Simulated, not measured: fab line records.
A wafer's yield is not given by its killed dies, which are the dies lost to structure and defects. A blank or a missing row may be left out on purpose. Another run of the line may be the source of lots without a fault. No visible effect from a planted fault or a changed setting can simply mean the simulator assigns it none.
Chamber matching -- flow n5-finfet -- N5_BEOL_M9_DEP_56 on pecvd-03: 3 sister chambers
The step deposits SiCN from 3MS/NH3, target thk 15 nm, time 26.5 s. 6 wafers are shown with their chamber, then 8 later ones without.

== WAFERS WITH THEIR CHAMBER ==
wafer,chamber,showerhead-plenum-p-Torr (Torr),throttle-valve-pct (%)
L088.1,0,3.680,8.8
L088.4,0,3.692,9.1
L090.2,1,3.677,8.4
L090.3,2,3.663,8.5
L090.6,1,3.667,8.4
L091.1,2,3.677,8.7

== WAFERS WHOSE CHAMBER IS MISSING ==
wafer,showerhead-plenum-p-Torr (Torr),throttle-valve-pct (%)
L091.3,3.689,9.1
L091.6,3.667,8.7
L095.1,3.665,8.3
L095.3,3.662,8.6
L095.6,3.670,8.6
L096.2,3.684,9.0
L096.3,3.679,8.1
L096.5,3.688,8.3

== CHAMBER TAKEN BY EACH ==
wafer,from the rows above,in truth
L091.3,0,0
L091.6,can't be placed: 2 or 1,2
L095.1,can't be placed: 1 or 2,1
L095.3,can't be placed: 2 or 1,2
L095.6,can't be placed: 2 or 1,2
L096.2,0,0
L096.3,can't be placed: 1 or 2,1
L096.5,can't be placed: 1 or 2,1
Correct placement for 2 of the 8. These rows do not allow placing 6 (true chamber among the candidates in 6). Placed wrongly: 0.
How it was worked out, from the rows above alone: a wafer's distance from a chamber is the root of the sum, over the readings, of the square of ((its reading less the chamber's mean) divided by the reading's scatter). If the next closest chamber is less than 2 further off than the closest, the wafer can't be placed; otherwise it belongs to the closest. For every chamber, the mean is computed from those of its wafers that are shown. The scatter is the square root of a quotient: the sum, over the shown wafers, of each reading's squared deviation from its chamber's mean, divided by wafers minus chambers.
